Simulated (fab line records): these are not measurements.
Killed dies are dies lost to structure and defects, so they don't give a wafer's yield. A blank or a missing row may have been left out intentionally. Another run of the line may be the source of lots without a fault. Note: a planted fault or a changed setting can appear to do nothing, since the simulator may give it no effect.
Matching of chambers | flow n5-finfet | N5_BEOL_M8_DEP_56 on pecvd-01: 3 sister chambers
The step deposits SiCN from 3MS/NH3, target thk 10 nm, time 17.5 s. 3 wafers are shown with their chamber, then 10 later ones without.

WAFERS WITH THEIR CHAMBER
wafer  | chamber | showerhead-plenum-p-Torr (Torr)
L086.4 | 2       | 3.631
L090.1 | 0       | 3.626
L090.2 | 1       | 3.689

WAFERS MISSING THEIR CHAMBER
wafer  | showerhead-plenum-p-Torr (Torr)
L090.6 | 3.627
L093.1 | 3.636
L093.2 | 3.637
L093.6 | 3.633
L095.2 | 3.638
L095.3 | 3.641
L095.5 | 3.629
L096.2 | 3.680
L096.5 | 3.701
L096.6 | 3.633

WHICH CHAMBER EACH WENT THROUGH
wafer  | from the rows above     | in truth
L090.6 | can't be placed: 0 or 2 | 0
L093.1 | can't be placed: 2 or 0 | 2
L093.2 | can't be placed: 2 or 0 | 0
L093.6 | can't be placed: 2 or 0 | 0
L095.2 | can't be placed: 2 or 0 | 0
L095.3 | can't be placed: 2 or 0 | 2
L095.5 | can't be placed: 2 or 0 | 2
L096.2 | 1                       | 1
L096.5 | 1                       | 1
L096.6 | can't be placed: 2 or 0 | 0
2 of 10 placed correctly. From these rows, 8 cannot be placed; in 8 the true chamber is one of the candidates. Wrongly placed: 0.
How it was worked out, from the rows above alone: a wafer's distance from a chamber is the root of the sum, over the readings, of the square of ((its reading less the chamber's mean) divided by the reading's scatter). If the next closest chamber is less than 2 further off than the closest, the wafer can't be placed; otherwise it belongs to the closest. A chamber's mean is the mean of its shown wafers. The scatter: root of mean squared gap, hidden wafer to nearest shown wafer, with one shown wafer a chamber.
